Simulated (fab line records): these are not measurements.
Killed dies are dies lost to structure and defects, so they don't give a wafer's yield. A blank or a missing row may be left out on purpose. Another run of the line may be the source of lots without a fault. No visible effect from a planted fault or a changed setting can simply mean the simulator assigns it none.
Which tool was responsible? -- flow nandHarc -- 14 lots, 39 wafers sampled, at 6 steps of a route of 1302

WHAT THE GAUGES SHOWED, per wafer
NHARC_A_ONON_D2_THK_MEAS_27: measures by ellipsometry. Usual: thkNm reads 998 nm (standard deviation 8.5).
lot,measured,on,thkNm (nm),flag
L753,day 13 06:49,filmMetro-01,997 997 997,
L752,day 13 06:47,filmMetro-01,998 999 998,
L754,day 14 01:50,filmMetro-01,995 996 997,
L756,day 14 16:58,filmMetro-02,1004 1003 1004,
L755,day 14 17:02,filmMetro-01,995 995 997,
L759,day 15 21:52,filmMetro-02,992 989 991,
L762,day 17 07:41,filmMetro-02,995 996 995,
L764,day 17 03:22,filmMetro-01,998 997 998,
L766,day 18 22:58,filmMetro-01,1006 1005 1005,
L768,day 19 13:02,filmMetro-01,1557 1556,OFF
L769,day 20 04:16,filmMetro-02,1541 1542,OFF
L771,day 20 18:16,filmMetro-01,1550 999,OFF
L773,day 21 16:47,filmMetro-01,1005 1005 1005,
L774,day 21 23:39,filmMetro-01,1003 1003 1002,

NHARC_A_CHANNEL_HOLE_D2_CD_MEAS_10: the cd target is 100 nm. Usual: cdNm reads 100.1 nm (standard deviation 0.73).
lot,measured,on,cdNm (nm),flag
L753,day 13 10:45,cdSem-02,99.4 100.2 99.2,
L752,day 13 10:35,cdSem-03,100.1 99.6 100.0,
L754,day 14 05:54,cdSem-03,100.8 101.2 99.5,
L756,day 14 20:46,cdSem-03,99.5 101.6 100.0,
L755,day 14 21:22,cdSem-02,101.0 100.2 100.3,
L759,day 16 01:53,cdSem-03,99.5 99.8 101.2,
L762,day 17 12:56,cdSem-03,99.4 100.5 99.8,
L764,day 17 11:14,cdSem-02,99.6 101.6 100.3,
L766,day 19 03:32,cdSem-02,101.4 101.0 100.0,
L771,day 20 23:20,cdSem-01,99.6,
L773,day 21 22:47,cdSem-01,99.0 100.2 100.1,
L774,day 22 05:43,cdSem-03,99.2 99.7 99.7,

NHARC_END_SORT_01. Usual: killedAtArray 55, standard deviation 19; killedAtOther 0.9, standard deviation 1.4; killedAtPeriphery 3.8, standard deviation 2.9; killedDies 60, standard deviation 19; killedOpen 3.3, standard deviation 1.8; killedShort 2.6, standard deviation 1.6.
lot,measured,on,killedAtArray,killedAtOther,killedAtPeriphery,killedDies,killedOpen,killedShort,flag
L768,day 30 20:54,prober-02,675 673,0 0,2 4,677 677,3 5,6 3,OFF
L769,day 31 15:49,prober-02,675 674,0 1,2 2,677 677,1 1,3 3,OFF
L771,day 32 03:56,prober-01,676 57,0 1,1 0,677 58,2 5,3 0,OFF

TOOL THAT RAN EACH LOT (tool first, then ch and the chambers of the sampled wafers, then the start)
lot,NHARC_A_DECK1_JOINT_CMP_13,NHARC_A_DECK1_JOINT_CMP_02,NHARC_A_ONON_D2_DEP_25
L753,"cmp-03 ch 0,2,3, day 11 21:01","cmp-03 ch 0,1,2, day 12 18:16","pecvdOnon-04 ch 0, day 13 06:25"
L752,"cmp-02 ch 1,2, day 11 23:43","cmp-02 ch 0,1,2, day 12 18:14","pecvdOnon-01 ch 0, day 13 06:17"
L754,"cmp-02 ch 2,3, day 12 06:49","cmp-01 ch 2,3, day 13 09:08","pecvdOnon-01 ch 0, day 14 01:26"
L756,"cmp-01 ch 0,1, day 12 18:29","cmp-01 ch 0,2,3, day 14 02:20","pecvdOnon-02 ch 0, day 14 16:38"
L755,"cmp-02 ch 1,3, day 13 05:28","cmp-02 ch 1,3, day 14 06:19","pecvdOnon-04 ch 0, day 14 16:33"
L759,"cmp-03 ch 0,1,3, day 14 07:21","cmp-03 ch 1,2,3, day 15 09:18","pecvdOnon-04 ch 0, day 15 21:20"
L762,"cmp-01 ch 1,2,3, day 15 17:18","cmp-01 ch 1,2, day 16 17:12","pecvdOnon-04 ch 0, day 17 07:18"
L764,"cmp-02 ch 0,1,2, day 15 20:58","cmp-02 ch 0,1,3, day 16 17:16","pecvdOnon-01 ch 0, day 17 02:55"
L766,"cmp-02 ch 0,2,3, day 17 05:02","cmp-03 ch 0,2,3, day 18 09:59","pecvdOnon-04 ch 0, day 18 22:35"
L768,"cmp-01 ch 0,3, day 18 02:08","cmp-03 ch 0,2, day 19 00:25","pecvdOnon-04 ch 0, day 19 12:35"
L769,"cmp-03 ch 1,2, day 18 17:20","cmp-02 ch 0,3, day 19 15:04","pecvdOnon-04 ch 0, day 20 03:49"
L771,"cmp-02 ch 1,3, day 19 02:14","cmp-01 ch 1,3, day 20 05:32","pecvdOnon-04 ch 0, day 20 17:49"
L773,"cmp-02 ch 0,2,3, day 19 22:58","cmp-02 ch 0,1,3, day 21 04:10","pecvdOnon-01 ch 0, day 21 16:17"
L774,"cmp-03 ch 0,2,3, day 20 12:30","cmp-02 ch 1,2,3, day 21 11:02","pecvdOnon-01 ch 0, day 21 23:08"
- NHARC_A_DECK1_JOINT_CMP_13: polishes, target thk 51.023 nm.
- NHARC_A_DECK1_JOINT_CMP_02: polishes SiOx.
- NHARC_A_ONON_D2_DEP_25: target thk 1000 nm.

AS READ BY THE TOOLS THEMSELVES (means over the sampled wafers that have a number; for cases with no such wafer, the mark the record gives instead)
NHARC_A_DECK1_JOINT_CMP_13. Usual: motorCurrentA 11.8 A, standard deviation 1.4; slurryFilterDpKPa 13.50 kPa, standard deviation 0.13; slurryFlowMlMin 150.0, standard deviation 0.46; timeToEndpointS 8.8 s, standard deviation 2.5.
lot,tool,motorCurrentA (A),slurryFilterDpKPa (kPa),slurryFlowMlMin,timeToEndpointS (s),flag
L753,cmp-03,11.5,13.37,150.1,8.6,
L752,cmp-02,11.2,13.54,149.6,10.6,
L754,cmp-02,11.9,13.54,150.5,10.1,
L756,cmp-01,11.0,13.46,150.0,7.5,
L755,cmp-02,11.7,13.51,149.5,10.2,
L759,cmp-03,11.3,13.65,149.5,6.8,
L762,cmp-01,11.4,13.45,149.7,6.9,
L764,cmp-02,12.5,13.57,150.5,8.9,
L766,cmp-02,12.8,13.43,150.5,6.4,
L768,cmp-01,12.1,13.54,149.9,9.4,
L769,cmp-03,10.9,13.60,149.8,7.2,
L771,cmp-02,11.7,13.62,150.2,8.8,
L773,cmp-02,12.8,13.51,149.6,9.1,
L774,cmp-03,11.3,13.60,149.9,9.9,

NHARC_A_DECK1_JOINT_CMP_02. Usual: motorCurrentA 11.7 A, standard deviation 1.3; slurryFilterDpKPa 13.51 kPa, standard deviation 0.13; slurryFlowMlMin 150.1, standard deviation 0.56.
lot,tool,motorCurrentA (A),slurryFilterDpKPa (kPa),slurryFlowMlMin,flag
L753,cmp-03,10.9,13.44,149.7,
L752,cmp-02,12.3,13.63,150.4,
L754,cmp-01,11.7,13.47,150.5,
L756,cmp-01,11.2,13.58,149.6,
L755,cmp-02,11.6,13.53,150.1,
L759,cmp-03,11.7,13.61,149.9,
L762,cmp-01,11.1,13.52,149.7,
L764,cmp-02,12.6,13.57,150.2,
L766,cmp-03,11.5,13.44,150.5,
L768,cmp-03,10.8,13.57,150.3,
L769,cmp-02,13.6,13.66,150.1,
L771,cmp-01,11.2,13.46,150.1,
L773,cmp-02,12.9,13.47,150.2,
L774,cmp-02,11.3,13.44,150.2,

THE ANSWER, worked out from the rows above alone
Rule: a lot counts as off when the mean over its wafers that have a number is more than 3 standard deviations away from the usual mean. A lot without any number at a reading at which 4 lots or more have one is off too. Where the step has rows for the other lots, those lots are counted as sound. Order of review: gauges by route order, followed by the tools' own readings, for which a lot's mean as printed above is used. At the first step where some lot is off, the reading lying furthest off is the one used; lots without a number count as furthest.
Off, at NHARC_A_ONON_D2_THK_MEAS_27 on thkNm: L768, L769, L771.
If a tool, at a process step before that reading, ran all the lots that are off and no sound lot after the first of them, it fits. Not tried: the gauges at NHARC_A_ONON_D2_THK_MEAS_27; whatever is off there is also off at NHARC_END_SORT_01, on other tools, and gauge error can't account for it. One candidate fits, namely pecvdOnon-04 at NHARC_A_ONON_D2_DEP_25. Its last sound lot is L766 (day 18 22:35), its first lot that is off L768 (day 19 12:35): a fault that began between those two fits.

WHAT THE SIMULATOR HAD PUT IN
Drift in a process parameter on pecvdOnon-04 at NHARC_A_ONON_D2_DEP_25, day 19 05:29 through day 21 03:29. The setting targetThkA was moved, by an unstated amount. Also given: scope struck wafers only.
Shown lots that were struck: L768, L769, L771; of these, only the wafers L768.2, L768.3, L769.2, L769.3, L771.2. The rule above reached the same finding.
